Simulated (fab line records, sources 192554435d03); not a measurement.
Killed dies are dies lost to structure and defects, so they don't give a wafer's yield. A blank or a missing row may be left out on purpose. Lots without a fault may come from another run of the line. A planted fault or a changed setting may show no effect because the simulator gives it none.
fab line records | flow n5_finfet
record lots=5 wafers=15 last_day=17
route steps=1938 shown ILD0@345 SDB@347
lots that met no fault: from a run of the same line without faults
start_h: hours from the record's first day to the start of the lot's first wafer shown | wait_h: hours since the lot's step before | " the same as in the row above | L1.1+2: a row that stands for several wafers | - no value, or no start given | * or withheld: withheld | < > ~ a bound
route shown NAME@n: a module of which the file shows steps, and the number in the route of the first | usual: mean/standard deviation of fault-free wafers | same: alike in all rows | chamber/n: place in a boat | sites: the reading at each site | _std_site: their standard deviation | _edge_site: outer sites' mean less inner sites' | radius_mm: how far each site lies from the wafer's centre | mask NAME#n: copy n | behind: the tool/chamber that last shaped the wafer | hold: why the lot was held/for how many hours/how that ended | device: the transistor (n, p or np) that didn't switch | end of line: the same wafers' tests at the end of the route | a step without rows: its recipe alone | killed: dies lost to structure and defects at the first sort, not the wafer's yield | map: a wafer's dies, x killed, . not, _ none there
set.NAME: the setting as run; set.NAME@STEP: as run at that earlier step | model.NAME: the simulator's own value behind a step, which no gauge read
lots at some steps of the route; a table a step, a row a wafer
services: from which hour (start_h, from the record's first day; less than 0 if before it) a tool's chamber was out of use, for how many hours, and why
## steps
# step N5_ILD0_THK_MEAS_13
# usual thk_nm=18.1/1.3
# columns lot.wafer tool chamber start_h wait_h thk_nm
L077.2 film_metro-01 - 83.80 - 18.7
L077.3 " - " " 18.0
L077.6 " - " " 20.6
L085.2 film_metro-01 - 132.86 - 18.0
L085.3 " - " " 18.3
L085.5 " - " " 20.6
L086.2 film_metro-02 - 143.18 - 18.8
L086.3 " - " " 19.2
L086.6 " - " " 18.9
L087.1 film_metro-02 - 150.02 - 17.6
L087.2 " - " " 19.1
L087.4 " - " " 18.9
L094.1 film_metro-01 - 184.71 - 17.5
L094.2 " - " " 17.1
L094.4 " - " " 16.7
# step N5_ILD0_INSPECT_06
# recipe inspect_instrument=darkfield mode=post_cmp
# usual raw_defect_count=34/13
# columns lot.wafer tool chamber start_h wait_h raw_defect_count
L077.2 defect_inspect-01 - 83.82 0.0 38
L077.3 " - " " 48
L077.6 " - " " 44
L085.2 defect_inspect-01 - 132.89 0.0 44
L085.3 " - " " 39
L085.5 " - " " 52
L086.2 defect_inspect-02 - 143.20 0.0 50
L086.3 " - " " 59
L086.6 " - " " 50
L087.1 defect_inspect-02 - 150.05 0.0 22
L087.2 " - " " 30
L087.4 " - " " 20
L094.1 defect_inspect-01 - 184.74 0.0 14
L094.2 " - " " 29
L094.4 " - " " 30
# step N5_SDB_HM_DEP_00
# recipe material=SiNx target_thk_a=400 temp_c=400 precursor=SiH4/NH3/N2 pressure_torr=1.5 rf_w=300 time_s=35.3
# usual heater_power_w=846/100 showerhead_plenum_p_Torr=5.14/0.057 throttle_valve_pct=40.5/2.8
# columns lot.wafer tool chamber start_h wait_h heater_power_w showerhead_plenum_p_Torr since_wet_clean_h throttle_valve_pct
L077.2 pecvd-02 1 83.86 0.0 721 5.08 1875 41.8
L077.3 " 0 " " 911 5.16 1150 42.0
L077.6 " 2 " " 1043 5.19 - 42.3
L085.2 pecvd-01 0 132.93 0.0 865 5.18 1018 38.1
L085.3 " 2 " " 799 5.07 264 36.8
L085.5 " 0 " " 849 5.16 - 38.1
L086.2 pecvd-01 1 143.24 0.0 834 5.24 1753 46.0
L086.3 " 0 " " 881 5.16 1028 37.9
L086.6 " 1 " " 671 5.24 - 45.5
L087.1 pecvd-03 0 150.09 0.0 664 5.08 854 39.0
L087.2 " 2 " " 817 5.19 100 37.6
L087.4 " 1 " " 846 5.05 - 37.7
L094.1 pecvd-01 1 184.78 0.0 768 5.25 1795 45.8
L094.2 " 0 " " 987 5.18 1070 38.0
L094.4 " 0 " " 989 5.16 - 38.0
# step N5_SDB_COAT_03
# recipe resist=SOC temp_c=250 time_s=60 spin_rpm=1500 resist_thk_nm=100
# columns lot.wafer tool chamber start_h wait_h
L077.2+3+6 litho_track-04 0 83.94 0.1
L085.2+3+5 litho_track-03 0 133.01 0.1
L086.2+3+6 litho_track-04 0 143.32 0.1
L087.1+2+4 litho_track-04 0 150.17 0.1
L094.1+2+4 litho_track-05 0 184.86 0.1
# step N5_SDB_COAT_04
# recipe resist=SiARC temp_c=220 time_s=60 spin_rpm=1500 resist_thk_nm=18
# columns lot.wafer tool chamber start_h wait_h
L077.2+3+6 litho_track-04 0 - -
L085.2+3+5 litho_track-03 0 - -
L086.2+3+6 litho_track-04 0 - -
L087.1+2+4 litho_track-04 0 - -
L094.1+2+4 litho_track-05 0 - -
# step N5_SDB_COAT_05
# recipe resist=CAR-ArF spin_rpm=1500 resist_thk_nm=90
# columns lot.wafer tool chamber start_h wait_h
L077.2+3+6 litho_track-04 0 - -
L085.2+3+5 litho_track-03 0 - -
L086.2+3+6 litho_track-04 0 - -
L087.1+2+4 litho_track-04 0 - -
L094.1+2+4 litho_track-05 0 - -
# step N5_SDB_EBR_07
# recipe solvent=PGMEA ebr_width_mm=1.5
# columns lot.wafer tool chamber start_h wait_h
L077.2+3+6 litho_track-04 0 - -
L085.2+3+5 litho_track-03 0 - -
L086.2+3+6 litho_track-04 0 - -
L087.1+2+4 litho_track-04 0 - -
L094.1+2+4 litho_track-05 0 - -
# step N5_SDB_SOFTBAKE_06
# recipe temp_c=110 time_s=60 resist=CAR-ArF
# columns lot.wafer tool chamber start_h wait_h
L077.2+3+6 litho_track-04 0 - -
L085.2+3+5 litho_track-03 0 - -
L086.2+3+6 litho_track-04 0 - -
L087.1+2+4 litho_track-04 0 - -
L094.1+2+4 litho_track-05 0 - -
# step N5_SDB_EXPOSE_08
# recipe mask_id=SDB na=1.35 source_shape=conventional sigma_outer=0.5 polarization=unpolarized dose_mj=49.6
# usual focus_offset_nm=0.0/0.55
# same sigma_outer=0.5
# columns lot.wafer tool chamber start_h wait_h mask focus_offset_nm
L077.2 arfi_scanner-01 0 84.07 - SDB#0 0.4
L077.3 " 0 " " SDB#0 0.3
L077.6 " 0 " " SDB#0 -0.1
L085.2 arfi_scanner-01 0 133.13 - SDB#0 -0.3
L085.3 " 0 " " SDB#0 -0.1
L085.5 " 0 " " SDB#0 -0.3
L086.2 arfi_scanner-01 0 143.45 - SDB#0 -0.3
L086.3 " 0 " " SDB#0 0.0
L086.6 " 0 " " SDB#0 -1.2
L087.1 arfi_scanner-01 0 150.28 - SDB#0 0.4
L087.2 " 0 " " SDB#0 -0.5
L087.4 " 0 " " SDB#0 -0.7
L094.1 arfi_scanner-03 0 184.98 - SDB#0 0.1
L094.2 " 0 " " SDB#0 0.3
L094.4 " 0 " " SDB#0 1.0
# step N5_SDB_PEB_09
# recipe peb_temp_c=withheld peb_time_s=60 resist=CAR-ArF
# columns lot.wafer tool chamber start_h wait_h
L077.2+3+6 litho_track-04 0 84.12 0.0
L085.2+3+5 litho_track-05 0 133.19 0.0
L086.2+3+6 litho_track-05 0 143.50 0.0
L087.1+2+4 litho_track-05 0 150.34 0.1
L094.1+2+4 litho_track-05 0 185.03 0.1
# step N5_SDB_DEVELOP_10
# recipe develop_time_s=30 developer=TMAH resist=CAR-ArF rinse_liquid=diw dry=air_spin dev_temp_c=23
# columns lot.wafer tool chamber start_h wait_h
L077.2+3+6 litho_track-04 0 - -
L085.2+3+5 litho_track-05 0 - -
L086.2+3+6 litho_track-05 0 - -
L087.1+2+4 litho_track-05 0 - -
L094.1+2+4 litho_track-05 0 - -
# step N5_SDB_CD_MEAS_11
# recipe target_cd_nm=50 landing_energy_ev=500 detector=se_inlens polarity=opening
# usual cd_nm=50.1/1.1
# columns lot.wafer tool chamber start_h wait_h cd_nm
L077.2 cd_sem-01 0 84.19 - 50.4
L077.3 " 0 " " 50.0
L077.6 " 0 " " 49.9
L085.2 cd_sem-03 0 133.25 - 50.6
L085.3 " 0 " " 49.1
L085.5 " 0 " " 50.7
L086.2 cd_sem-01 0 143.57 - 49.4
L086.3 " 0 " " 50.4
L086.6 " 0 " " 50.7
L087.1 cd_sem-01 0 150.41 - 51.0
L087.2 " 0 " " 51.5
L087.4 " 0 " " 50.2
L094.1 cd_sem-02 0 185.10 - 51.0
L094.2 " 0 " " 51.3
L094.4 " 0 " " 51.4
# step N5_SDB_OVL_MEAS_12
# recipe points_per_wafer=44
# usual SDB_OVL=-0.6/0.78
# columns lot.wafer tool chamber start_h wait_h SDB_OVL[nm]
L077.2 overlay-02 0 84.22 0.0 0.5
L077.3 " 0 " " 0.3
L077.6 " 0 " " 1.7
L085.2 overlay-01 0 133.28 0.0 -1.7
L085.3 " 0 " " -0.6
L085.5 " 0 " " -1.1
L086.2 overlay-01 0 143.60 0.0 0.1
L086.3 " 0 " " -0.2
L086.6 " 0 " " 0.0
L087.1 overlay-02 0 150.44 0.0 -0.2
L087.2 " 0 " " -0.2
L087.4 " 0 " " -0.3
L094.1 overlay-01 0 185.13 0.0 -0.4
L094.2 " 0 " " -1.4
L094.4 " 0 " " -0.1
# step N5_SDB_INSPECT_13
# recipe mode=adi inspect_instrument=brightfield
# usual raw_defect_count=71/30
# columns lot.wafer tool chamber start_h wait_h raw_defect_count
L077.2 defect_inspect-01 - 84.24 0.0 90
L077.3 " - " " 70
L077.6 " - " " 45
L085.2 defect_inspect-01 - 133.31 0.0 84
L085.3 " - " " 72
L085.5 " - " " 77
L086.2 defect_inspect-01 - 143.62 0.0 89
L086.3 " - " " 40
L086.6 " - " " 43
L087.1 defect_inspect-02 - 150.46 0.0 53
L087.2 " - " " 73
L087.4 " - " " 62
L094.1 defect_inspect-01 - 185.16 0.0 33
L094.2 " - " " 44
L094.4 " - " " 28
# step N5_SDB_DESCUM_16
# recipe chemistry=O2 time_s=7.9 source_power_w=50 bias_power_w=20 pressure_mtorr=20 rf_frequency_hz=2.712e+07 temp_c=40 resist=CAR-ArF o2_flow_sccm=225
# usual chamber_pressure_mTorr=19.999/0.017 drypump_motor_current_A=5.7/0.45 oes_product_au=0.81/0.1 rf_vpp_V=242.7/1.2 showerhead_plenum_p_Torr=2.06/0.053 throttle_valve_pct=20.46/0.24
# columns lot.wafer tool chamber start_h wait_h chamber_pressure_mTorr drypump_motor_current_A oes_product_au rf_hours_counter_h rf_vpp_V showerhead_plenum_p_Torr throttle_valve_pct
L077.2 rie_diel-02 0 84.27 0.0 19.976 5.6 0.68 238 245.7 2.16 20.71
L077.3 " 3 " " 20.009 5.5 0.68 228 241.1 1.97 20.44
L077.6 " 0 " " 20.017 5.6 0.68 - 244.7 2.16 20.71
L085.2 rie_diel-03 2 133.34 0.0 19.997 5.7 0.92 22 243.7 2.02 20.17
L085.3 " 1 " " 20.024 5.6 0.69 243 243.6 2.06 20.96
L085.5 " 1 " " 20.007 5.5 0.69 - 241.6 2.06 20.97
L086.2 rie_diel-02 2 144.40 0.8 20.014 5.5 0.90 42 242.1 2.04 20.41
L086.3 " 1 " " 19.998 6.6 0.92 19 243.6 2.07 20.31
L086.6 " 3 " " 19.981 5.5 0.66 - 240.1 1.96 20.48
L087.1 rie_diel-02 1 152.26 1.8 19.969 6.7 0.92 21 243.4 2.07 20.32
L087.2 " 3 " " 19.979 5.6 0.67 257 240.9 1.96 20.49
L087.4 " 2 " " 19.998 5.5 0.90 - 242.4 2.04 20.41
L094.1 rie_diel-02 2 185.48 0.3 19.986 5.5 0.86 64 243.0 2.03 20.44
L094.2 " 0 " " 19.995 5.6 0.93 12 244.7 2.15 20.32
L094.4 " 0 " " 19.984 5.7 0.94 - 244.5 2.15 20.31
# step N5_SDB_ETCH_17
# recipe chemistry=CF4 target=SiARC target_depth_a=234 mask_material=CAR-ArF time_s=39 ion_energy_ev=80 pressure_mtorr=40 source_w=545 bias_w=36 Ar_flow_sccm=100 cf4_flow_sccm=100 ends=cleared
# usual chamber_pressure_mTorr=40.00/0.035 drypump_motor_current_A=5.7/0.45 etch_rf_on_time_s=38.9/0.9 oes_product_au=0.69/0.084 rf_vpp_V=183.7/1.1 showerhead_plenum_p_Torr=2.11/0.05 throttle_valve_pct=15.64/0.26
# columns lot.wafer tool chamber start_h wait_h chamber_pressure_mTorr drypump_motor_current_A etch_rf_on_time_s oes_product_au rf_hours_counter_h rf_vpp_V showerhead_plenum_p_Torr throttle_valve_pct
L077.2 rie_diel-02 0 84.31 0.0 40.02 5.6 41.8 0.57 238 183.4 2.18 15.78
L077.3 " 3 " " 39.94 5.5 38.4 0.60 228 181.4 2.04 15.82
L077.6 " 0 " " 39.88 5.6 41.7 0.57 - 184.7 2.18 15.78
L085.2 rie_diel-03 2 133.38 0.0 40.01 5.7 39.0 0.76 22 184.5 2.09 15.44
L085.3 " 1 " " 39.99 5.6 38.0 0.60 243 183.7 2.11 16.21
L085.5 " 1 " " 40.02 5.5 37.8 0.60 - 182.2 2.11 16.20
L086.2 rie_diel-02 2 144.44 0.0 40.05 5.5 38.3 0.76 42 182.8 2.10 15.53
L086.3 " 1 " " 39.96 6.6 38.5 0.79 19 183.7 2.11 15.36
L086.6 " 3 " " 40.02 5.6 38.3 0.59 - 182.6 2.03 15.85
L087.1 rie_diel-02 1 152.30 0.0 40.02 6.7 39.0 0.77 21 182.2 2.10 15.36
L087.2 " 3 " " 39.94 5.5 39.0 0.58 257 181.0 2.03 15.86
L087.4 " 2 " " 40.09 5.5 38.4 0.75 - 182.8 2.09 15.54
L094.1 rie_diel-02 2 185.51 0.0 40.01 5.5 38.4 0.73 64 183.7 2.09 15.56
L094.2 " 0 " " 39.98 5.6 39.8 0.80 12 184.5 2.17 15.30
L094.4 " 0 " " 40.05 5.6 39.5 0.80 - 183.7 2.17 15.32
# step N5_SDB_ETCH_18
# recipe chemistry=N2/H2 target=SOC target_depth_a=1000 overetch_a=200 mask_material=SiARC temp_c=40 time_s=150 ion_energy_ev=200 pressure_mtorr=30 source_w=840 bias_w=150 n2_flow_sccm=200 h2_flow_sccm=200
# usual chamber_pressure_mTorr=30.003/0.028 drypump_motor_current_A=5.8/0.45 oes_product_au=0.72/0.085 rf_vpp_V=522.9/2.1 showerhead_plenum_p_Torr=2.51/0.069 throttle_valve_pct=17.91/0.26
# columns lot.wafer tool chamber start_h wait_h chamber_pressure_mTorr drypump_motor_current_A oes_product_au rf_hours_counter_h rf_vpp_V showerhead_plenum_p_Torr throttle_valve_pct
L077.2 rie_diel-02 0 84.34 0.0 29.990 5.6 0.62 238 524.6 2.62 18.18
L077.3 " 3 " " 30.006 5.5 0.62 228 520.2 2.41 18.10
L077.6 " 0 " " 30.030 5.7 0.62 - 526.5 2.62 18.18
L085.2 rie_diel-03 2 133.41 0.0 30.024 5.7 0.80 22 522.6 2.50 17.70
L085.3 " 1 " " 29.989 5.6 0.62 243 525.0 2.51 18.40
L085.5 " 1 " " 30.051 5.6 0.62 - 522.9 2.51 18.41
L086.2 rie_diel-02 2 144.48 0.0 29.989 5.5 0.78 42 523.5 2.48 17.85
L086.3 " 1 " " 30.032 6.7 0.82 19 522.3 2.49 17.56
L086.6 " 3 " " 30.005 5.6 0.62 - 519.8 2.40 18.14
L087.1 rie_diel-02 1 152.33 0.0 29.991 6.7 0.81 22 520.4 2.49 17.57
L087.2 " 3 " " 29.984 5.6 0.60 257 520.9 2.40 18.14
L087.4 " 2 " " 29.989 5.5 0.79 - 522.3 2.48 17.87
L094.1 rie_diel-02 2 185.55 0.0 29.989 5.5 0.76 64 521.3 2.47 17.90
L094.2 " 0 " " 29.980 5.6 0.84 12 525.4 2.60 17.75
L094.4 " 0 " " 29.978 5.6 0.84 - 524.8 2.60 17.76
# step N5_SDB_STRIP_19
# recipe chemistry=N2/H2 temp_c=40 n2_flow_sccm=200 h2_flow_sccm=200 rf_frequency_hz=6e+07
# columns lot.wafer tool chamber start_h wait_h
L077.2+3+6 rie_diel-02 0,3,0 84.47 0.1
L085.2+3+5 rie_diel-03 2,1,1 133.54 0.1
L086.2+3+6 rie_diel-02 2,1,3 144.60 0.1
L087.1+2+4 rie_diel-02 1,3,2 152.46 0.1
L094.1+2+4 rie_diel-02 2,0,0 185.67 0.1
# step N5_SDB_STRIP_21
# recipe chemistry=CF4 resist=SiARC power_w=300 bias_power_w=75 pressure_mtorr=50 cf4_flow_sccm=150 rf_frequency_hz=6e+07
# usual chamber_pressure_mTorr=50.00/0.048 drypump_motor_current_A=5.7/0.45 oes_product_au=0.80/0.093 power_w=300.1/0.85 rf_vpp_V=270.7/1.2 showerhead_plenum_p_Torr=1.77/0.039 throttle_valve_pct=13.61/0.28
# columns lot.wafer tool chamber start_h wait_h chamber_pressure_mTorr drypump_motor_current_A oes_product_au power_w rf_hours_counter_h rf_vpp_V showerhead_plenum_p_Torr throttle_valve_pct
L077.2 rie_diel-02 0 84.48 0.0 50.02 5.6 0.69 301.3 238 271.8 1.82 13.77
L077.3 " 3 " " 49.99 5.5 0.69 298.6 229 269.1 1.72 13.82
L077.6 " 0 " " 49.91 5.6 0.69 300.4 - 273.4 1.82 13.76
L085.2 rie_diel-03 2 133.55 0.0 49.96 5.7 0.89 300.2 22 271.3 1.75 13.36
L085.3 " 1 " " 49.99 5.5 0.69 300.3 243 270.7 1.76 14.17
L085.5 " 1 " " 49.94 5.5 0.69 301.3 - 271.3 1.76 14.17
L086.2 rie_diel-02 2 144.61 0.0 50.01 5.5 0.87 300.0 42 271.2 1.75 13.46
L086.3 " 1 " " 50.00 6.7 0.89 300.0 19 270.8 1.76 13.31
L086.6 " 3 " " 49.98 5.6 0.67 301.2 - 268.6 1.71 13.89
L087.1 rie_diel-02 1 152.47 0.0 49.95 6.7 0.89 300.9 22 270.3 1.76 13.32
L087.2 " 3 " " 49.92 5.5 0.68 299.4 257 268.4 1.71 13.90
L087.4 " 2 " " 49.94 5.5 0.86 300.6 - 271.0 1.75 13.47
L094.1 rie_diel-02 2 185.68 0.0 50.03 5.5 0.84 299.7 64 270.5 1.75 13.50
L094.2 " 0 " " 49.98 5.6 0.93 299.0 12 272.1 1.81 13.23
L094.4 " 0 " " 50.05 5.6 0.93 301.1 - 270.8 1.81 13.25
# step N5_SDB_HM_OPEN_20
# recipe chemistry=CH3F/O2 target=SiNx mask_material=SOC target_depth_a=240 stop_on=poly-Si over_etch_frac=0.4 ion_energy_ev=120 pressure_mtorr=30 source_w=395 bias_w=73 Ar_flow_sccm=150 CH3F_flow_sccm=30 O2_flow_sccm=20
# usual chamber_pressure_mTorr=30.001/0.027 drypump_motor_current_A=5.7/0.45 oes_ar_750_au=0.81/0.094 oes_product_au=0.67/0.079 rf_vpp_V=295/5.8 showerhead_plenum_p_Torr=1.97/0.052 throttle_valve_pct=16.38/0.24
# columns lot.wafer tool chamber start_h wait_h chamber_pressure_mTorr drypump_motor_current_A oes_ar_750_au oes_product_au rf_hours_counter_h rf_vpp_V showerhead_plenum_p_Torr throttle_valve_pct
L077.2 rie_diel-02 0 84.50 0.0 30.014 5.6 0.68 0.57 238 303 2.05 16.57
L077.3 " 3 " " 30.051 5.5 0.70 0.56 229 289 1.89 16.49
L077.6 " 0 " " 29.981 5.6 0.67 0.57 - 302 2.05 16.56
L085.2 rie_diel-03 2 133.57 0.0 30.008 5.7 0.88 0.73 22 298 1.96 16.20
L085.3 " 1 " " 29.942 5.5 0.71 0.56 243 293 1.97 16.94
L085.5 " 1 " " 30.034 5.5 0.71 0.57 - 294 1.97 16.95
L086.2 rie_diel-02 2 144.63 0.0 29.976 5.5 0.87 0.72 42 292 1.96 16.29
L086.3 " 1 " " 30.029 6.6 0.90 0.75 19 288 1.97 16.11
L086.6 " 3 " " 29.967 5.5 0.69 0.57 - 288 1.89 16.52
L087.1 rie_diel-02 1 152.49 0.0 29.977 6.6 0.91 0.74 22 287 1.97 16.12
L087.2 " 3 " " 29.991 5.5 0.69 0.56 257 289 1.88 16.53
L087.4 " 2 " " 30.017 5.5 0.87 0.71 - 294 1.95 16.29
L094.1 rie_diel-02 2 185.70 0.0 30.016 5.5 0.85 0.69 64 291 1.95 16.32
L094.2 " 0 " " 30.014 5.6 0.91 0.78 12 303 2.04 16.11
L094.4 " 0 " " 30.014 5.6 0.92 0.79 - 302 2.04 16.09
# step N5_SDB_STRIP_22
# recipe chemistry=N2/H2 power_w=1000 temp_c=250 h2_frac=0.65 overash_fraction=0.3 pressure_mtorr=withheld n2_flow_sccm=1750 h2_flow_sccm=3250
# usual drypump_motor_current_A=5.9/0.33 heater_power_w=347/28 oes_product_au=0.715/0.0051 strip_time_to_endpoint_s=96.2/0.35
# columns lot.wafer tool chamber start_h wait_h drypump_motor_current_A heater_power_w oes_product_au rf_hours_counter_h strip_time_to_endpoint_s
L077.2 plasma_asher-02 0 84.74 0.2 5.7 300 0.722 40 96.6
L077.3 " 1 " " 5.1 372 0.717 - 96.2
L077.6 " 1 " " 5.1 383 0.718 - 96.9
L085.2 plasma_asher-01 0 133.65 0.1 6.1 373 0.718 102 96.3
L085.3 " 0 " " 6.1 376 0.707 - 96.4
L085.5 " 1 " " 6.1 330 0.719 - 96.5
L086.2 plasma_asher-01 1 144.71 0.1 6.1 327 0.718 104 96.0
L086.3 " 0 " " 6.0 373 0.717 - 96.5
L086.6 " 1 " " 6.1 325 0.717 - 96.6
L087.1 plasma_asher-02 0 152.57 0.1 5.7 311 0.708 49 96.1
L087.2 " 1 " " 5.1 375 0.716 49 96.4
L087.4 " 1 " " 5.1 388 0.711 - 96.1
L094.1 plasma_asher-01 1 185.79 0.1 6.1 324 0.721 117 95.6
L094.2 " 0 " " 6.0 379 0.719 117 95.7
L094.4 " 1 " " 6.1 320 0.705 - 95.9
# step N5_SDB_PRECLEAN_23
# recipe chemistry=dHF time_s=30 temp_c=25 dilution=withheld
# columns lot.wafer tool chamber start_h wait_h
L077.2+3+6 wet_bench-04 1,5,0 84.89 0.1
L085.2+3+5 wet_bench-01 3,1,0 133.80 0.1
L086.2+3+6 wet_bench-04 2,4,1 144.86 0.1
L087.1+2+4 wet_bench-04 1,3,0 152.72 0.1
L094.1+2+4 wet_bench-04 6,2,5 185.93 0.1
# step N5_SDB_DUMMY_REMOVE_24
# recipe chemistry=TMAH temp_c=70 target=poly-Si stop_on=SiO2 target_depth_nm=142 conc_wt_pct=5 time_s=57 dry=ipa_marangoni rinse_time_s=30 rinse_temp_c=23
# columns lot.wafer tool chamber start_h wait_h
L077.2+3+6 wet_bench-04 1,5,0 84.90 0.0
L085.2+3+5 wet_bench-01 3,1,0 133.81 0.0
L086.2+3+6 wet_bench-04 2,4,1 144.87 0.0
L087.1+2+4 wet_bench-04 1,3,0 152.73 0.0
L094.1+2+4 wet_bench-04 6,2,5 185.94 0.0
# step N5_SDB_ETCH_25
# recipe chemistry=C4F6/O2 target=SiO2 target_depth_a=100 time_s=3.3 ion_energy_ev=250 mask_material=SiNx pressure_mtorr=30 source_w=345 bias_w=185 Ar_flow_sccm=300 C4F6_flow_sccm=10 O2_flow_sccm=10
# usual C4F6_flow_sccm=10.00/0.03 chamber_pressure_mTorr=29.999/0.025 drypump_motor_current_A=5.7/0.44 oes_ar_750_au=0.81/0.098 oes_product_au=0.82/0.1 rf_vpp_V=660/14 showerhead_plenum_p_Torr=2.80/0.068 throttle_valve_pct=21.24/0.22
# columns lot.wafer tool chamber start_h wait_h C4F6_flow_sccm chamber_pressure_mTorr drypump_motor_current_A oes_ar_750_au oes_product_au rf_hours_counter_h rf_vpp_V showerhead_plenum_p_Torr throttle_valve_pct
L077.2 rie_diel-04 1 85.00 0.1 10.02 29.988 5.8 0.93 0.93 16 654 2.80 20.97
L077.3 " 0 " " 9.98 30.013 5.2 0.83 0.82 88 646 2.77 21.45
L077.6 " 2 " " 9.99 30.016 6.2 0.89 0.88 - 651 2.89 20.88
L085.2 rie_diel-03 3 134.00 0.2 9.96 29.958 5.3 0.71 0.71 175 689 2.72 21.27
L085.3 " 2 " " 10.00 29.994 5.7 0.87 0.91 23 669 2.79 21.11
L085.5 " 3 " " 9.98 30.039 5.3 0.70 0.72 - 688 2.72 21.28
L086.2 rie_diel-02 2 145.94 1.0 10.01 29.963 5.5 0.87 0.88 43 655 2.79 21.22
L086.3 " 1 " " 10.01 30.023 6.6 0.90 0.91 20 645 2.80 21.01
L086.6 " 2 " " 9.98 29.990 5.5 0.87 0.88 - 652 2.79 21.23
L087.1 rie_diel-02 2 154.63 1.9 10.03 29.987 5.5 0.86 0.88 47 652 2.79 21.24
L087.2 " 1 " " 9.95 29.979 6.7 0.90 0.91 23 643 2.80 21.01
L087.4 " 1 " " 10.00 30.011 6.6 0.91 0.89 - 644 2.80 21.01
L094.1 rie_diel-03 1 186.00 0.0 10.01 29.951 5.6 0.97 0.98 5 655 2.80 21.42
L094.2 " 0 " " 9.98 29.943 5.4 0.91 0.92 19 652 2.78 21.16
L094.4 " 3 " " 10.00 29.995 5.3 0.69 0.69 198 688 2.71 21.30
# step N5_SDB_CUT_ETCH_26
# recipe chemistry=HBr/Cl2/O2 target=Si target_depth_a=1296 bt_time_s=20 mask_material=SiNx time_s=51.8 ion_energy_ev=* bias_w=* pressure_mtorr=10 icp_w=800 HBr_flow_sccm=150 Cl2_flow_sccm=80 O2_flow_sccm=12
# usual chamber_pressure_mTorr=10.000/0.009 drypump_motor_current_A=5.9/0.51 mfc_cl2_sccm=80.02/0.26 oes_product_au=1.002/0.013 throttle_valve_pct=37.2/0.34
# columns lot.wafer tool chamber start_h wait_h chamber_pressure_mTorr drypump_motor_current_A mfc_cl2_sccm oes_product_au rf_hours_counter_h throttle_valve_pct
L077.2 rie_si-05 3 85.08 0.1 10.014 5.9 80.32 0.999 40 37.3
L077.3 " 2 " " 9.993 5.7 80.25 0.976 110 37.8
L077.6 " 2 " " 9.992 5.7 79.98 0.973 - 37.8
L085.2 rie_si-03 1 134.09 0.1 9.988 6.2 80.34 1.023 130 37.6
L085.3 " 3 " " 9.995 5.9 79.97 0.999 9 36.8
L085.5 " 2 " " 9.994 5.7 80.03 1.006 - 37.0
L086.2 rie_si-03 2 146.02 0.1 9.990 5.8 79.92 1.017 10 37.0
L086.3 " 0 " " 9.998 6.6 79.63 1.010 119 37.4
L086.6 " 0 " " 10.013 6.6 79.87 1.021 - 37.4
L087.1 rie_si-03 0 154.72 0.1 9.988 6.6 80.39 1.016 119 37.4
L087.2 " 3 " " 10.008 5.9 80.11 1.005 9 36.8
L087.4 " 1 " " 9.993 6.2 80.31 1.023 131 37.6
L094.1 rie_si-03 1 186.09 0.1 10.004 6.3 79.61 1.026 131 37.6
L094.2 " 0 " " 9.979 6.6 80.23 1.014 119 37.4
L094.4 " 2 " " 9.988 5.7 79.85 1.009 11 37.0
# step N5_SDB_PRECLEAN_38
# recipe chemistry=dHF time_s=10 dilution=750:1 temp_c=25
# columns lot.wafer tool chamber start_h wait_h
L077.2+3+6 wet_bench-04 4,2,5 85.20 0.1
L085.2+3+5 wet_bench-02 0,1,7 134.20 0.1
L086.2+3+6 wet_bench-01 2,7,3 146.15 0.1
L087.1+2+4 wet_bench-02 3,0,2 154.84 0.1
L094.1+2+4 wet_bench-01 6,4,1 186.20 0.1
# step N5_SDB_PRECLEAN_39
# recipe chemistry=O3/DIW time_s=45 temp_c=22 o3_ppm=10
# columns lot.wafer tool chamber start_h wait_h
L077.2+3+6 wet_bench-04 4,2,5 85.20 0.0
L085.2+3+5 wet_bench-02 0,1,7 134.21 0.0
L086.2+3+6 wet_bench-01 2,7,3 146.15 0.0
L087.1+2+4 wet_bench-02 3,0,2 154.84 0.0
L094.1+2+4 wet_bench-01 6,4,1 186.21 0.0
# step N5_SDB_SRD_28
# recipe dry=ipa_marangoni time_s=30 temp_c=23 rinse_liquid=diw
# columns lot.wafer tool chamber start_h wait_h
L077.2+3+6 wet_bench-04 4,2,5 85.21 0.0
L085.2+3+5 wet_bench-02 0,1,7 134.22 0.0
L086.2+3+6 wet_bench-01 2,7,3 146.17 0.0
L087.1+2+4 wet_bench-02 3,0,2 154.85 0.0
L094.1+2+4 wet_bench-01 6,4,1 186.22 0.0
# step N5_SDB_ALD_29
# recipe material=SiNx target_thk_a=300 temp_c=400 ald_precursor_family=SiH2I2 ald_co_reactant=N2/H2-plasma pulse_time_s=1 ald_cycles=600 purge_time_s=2 co_reactant_purge_time_s=2 pressure_torr=2
# usual heater_power_w=807/83 precursor_pulse_height_rel=0.999/0.02
# columns lot.wafer tool chamber start_h wait_h heater_power_w precursor_pulse_height_rel since_wet_clean_h
L077.2 ald_sin-03 0 85.26 0.0 815 1.002 275
L077.3 " 1 " " 697 1.047 275
L077.6 " 0 86.61 1.4 841 0.993 -
L085.2 ald_sin-04 1 134.27 0.0 869 1.012 127
L085.3 " 2 " " 913 1.007 127
L085.5 " 3 135.62 1.4 857 1.007 -
L086.2 ald_sin-03 2 146.21 0.0 730 1.000 336
L086.3 " 1 " " 701 0.998 336
L086.6 " 3 147.57 1.4 826 0.993 -
L087.1 ald_sin-01 2 154.90 0.0 717 0.980 56
L087.2 " 1 " " 866 1.009 56
L087.4 " 0 156.25 1.4 905 0.993 -
L094.1 ald_sin-01 0 186.36 0.1 912 0.933 88
L094.2 " 1 " " 854 0.993 88
L094.4 " 2 " " 705 0.982 88
## services
# columns tool chamber start_h hours kind
ald_sin-01 - 64.68 6.1 pm
pecvd-02 - 70.52 0.6 repair
pecvd-03 1 78.58 19.1 repair
arfi_scanner-03 - 84.02 0.8 pm
ald_sin-01 - 85.25 14.0 pm
plasma_asher-02 - 87.00 14.6 pm
pecvd-02 - 94.35 2.8 pm
rie_diel-04 0 96.31 9.6 repair
plasma_asher-01 - 101.65 2.8 pm
plasma_asher-02 - 104.40 11.2 pm
wet_bench-02 - 104.91 3.7 repair
ald_sin-04 1 109.04 5.4 repair
rie_si-05 2 114.97 5.1 repair
arfi_scanner-01 - 117.28 0.3 repair
arfi_scanner-01 - 117.60 1.3 pm
rie_diel-02 1 120.80 6.6 repair
arfi_scanner-03 - 121.50 1.0 pm
rie_diel-02 0 121.77 3.9 repair
rie_diel-03 0 136.09 6.4 repair
ald_sin-01 3 146.47 8.6 repair
plasma_asher-02 - 163.86 28.1 pm
rie_si-03 3 166.88 5.9 repair
arfi_scanner-01 - 175.63 1.0 pm
ald_sin-03 - 176.75 14.0 pm
## key
fault none
